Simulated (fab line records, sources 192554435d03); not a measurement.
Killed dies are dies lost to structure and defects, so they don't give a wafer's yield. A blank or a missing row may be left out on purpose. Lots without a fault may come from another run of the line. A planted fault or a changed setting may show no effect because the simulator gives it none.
Which tool did it? | flow n5_finfet | 9 lots, 25 wafers sampled, at 2 steps of a route of 1938

WHAT THE GAUGES READ, wafer by wafer
N5_BEOL_M4_RC_MEAS_101.
lot  | measured     | on        | DIBL_N (mV/V)  | DIBL_P (mV/V)  | IOFF_N (nA/um) | IOFF_P (nA/um) | ION_N (uA/um) | ION_P (uA/um) | SS_N (mV/dec)  | SS_P (mV/dec)  | VT_N (mV)   | VT_P (mV)
L119 | day 7 18:29  | prober-02 | 40.1 35.0 37.9 | 39.8 35.4 38.1 | 0.20 0.12 0.16 | 0.21 0.16 0.19 | 675 655 669   | 456 453 456   | 72.6 71.2 71.4 | 73.9 72.8 73.9 | 248 253 252 | -254 -257 -257
L123 | day 8 17:33  | prober-01 | 39.1 34.7 33.8 | 39.6 33.7 33.0 | 0.20 0.13 0.11 | 0.25 0.17 0.15 | 683 654 656   | 458 451 454   | 72.3 71.3 70.9 | 74.0 72.3 72.3 | 249 252 252 | -247 -252 -255
L124 | day 9 00:05  | prober-01 | 37.5 38.7 39.7 | 36.5 37.5 39.3 | 0.18 0.21 0.24 | 0.23 0.27 0.32 | 673 697 686   | 463 474 464   | 71.3 72.4 72.7 | 73.2 73.8 74.3 | 247 246 242 | -248 -245 -242
L128 | day 10 02:48 | prober-02 | 34.4 35.4 32.6 | 35.1 35.9 33.4 | 0.13 0.15 0.11 | 0.19 0.21 0.16 | 663 678 666   | 456 470 461   | 70.9 71.0 70.7 | 72.4 73.1 72.5 | 252 249 252 | -252 -249 -252
L129 | day 10 07:31 | prober-01 | 32.1 36.3 36.9 | 31.7 35.6 36.6 | 0.12 0.18 0.18 | 0.17 0.24 0.25 | 668 686 673   | 470 471 465   | 69.9 72.0 72.1 | 72.2 73.1 73.4 | 253 248 248 | -250 -247 -246
L132 | day 11 02:44 | prober-01 | 40.5 42.0 40.0 | 39.9 42.1 37.6 | 0.23 0.27 0.20 | 0.26 0.30 0.21 | 696 694 666   | 469 470 452   | 72.1 73.8 73.2 | 74.7 74.8 73.8 | 244 246 249 | -249 -244 -251
L135 | day 12 03:55 | prober-01 | 34.9 40.3      | 32.9 40.3      | 0.12 0.23      | 0.14 0.26      | 655 696       | 446 465       | 71.3 72.1      | 72.5 75.3      | 257 245     | -259 -249
L138 | day 12 15:58 | prober-01 | 36.6           | 35.5           | 0.13           | 0.16           | 653           | 443           | 71.6           | 73.5           | 254         | -257
L139 | day 12 19:21 | prober-02 | 37.9 35.5      | 37.7 35.2      | 0.18 0.14      | 0.22 0.19      | 672 667       | 451 457       | 71.8 71.7      | 73.7 72.5      | 250 254     | -253 -254

WHICH TOOL RAN EACH LOT (tool, then ch and the chambers of the sampled wafers, then the start)
lot  | N5_BEOL_M0_SAQP_HM_DEP_02
L119 | pvd_sputter-03, day 5 15:26
L123 | pvd_sputter-03, day 6 14:14
L124 | pvd_sputter-03, day 6 15:08
L128 | pvd_sputter-03, day 7 19:31
L129 | pvd_sputter-03, day 7 23:13
L132 | pvd_sputter-01, day 8 20:02
L135 | pvd_sputter-02, day 9 15:22
L138 | pvd_sputter-03, day 10 06:51
L139 | pvd_sputter-03, day 10 10:13
- N5_BEOL_M0_SAQP_HM_DEP_02: deposits TiN, target thk 12 nm.

WHAT THE TOOLS THEMSELVES READ (means of the sampled wafers that have a number; where no wafer has one, the mark that the record gives instead)
N5_BEOL_M0_SAQP_HM_DEP_02.
lot  | tool           | throttle_valve_pct (%)
L119 | pvd_sputter-03 | 30.0
L123 | pvd_sputter-03 | 30.3
L124 | pvd_sputter-03 | 29.8
L128 | pvd_sputter-03 | 30.5
L129 | pvd_sputter-03 | 30.1
L132 | pvd_sputter-01 | 30.8
L135 | pvd_sputter-02 | 29.8
L138 | pvd_sputter-03 | 29.9
L139 | pvd_sputter-03 | 30.3

THE ANSWER, worked out from the rows above alone
Rule: what is usual is taken from the lots themselves. Put in order of their means at a reading, lots are off if they are a third of the lots or fewer, leave a main group of 4 or more, and stand apart from it by a gap of 3 or more times the standard deviation of the main group's means; of several such gaps the widest counts. A main group whose means are all the same, to the digits that the tables above print for the reading, isn't used. A lot without any number at a reading at which 4 lots or more have one is off too. The other lots that the step has rows for count as sound. The gauges are gone through in route order, then the tools' own readings, and for those a lot's mean is taken as printed above. The first step at which some lot is off is used, and at that step the reading that is off furthest; a lot without a number counts as furthest.
No lot is off at any reading shown: from this, nothing can be told.

WHAT THE SIMULATOR HAD PUT IN
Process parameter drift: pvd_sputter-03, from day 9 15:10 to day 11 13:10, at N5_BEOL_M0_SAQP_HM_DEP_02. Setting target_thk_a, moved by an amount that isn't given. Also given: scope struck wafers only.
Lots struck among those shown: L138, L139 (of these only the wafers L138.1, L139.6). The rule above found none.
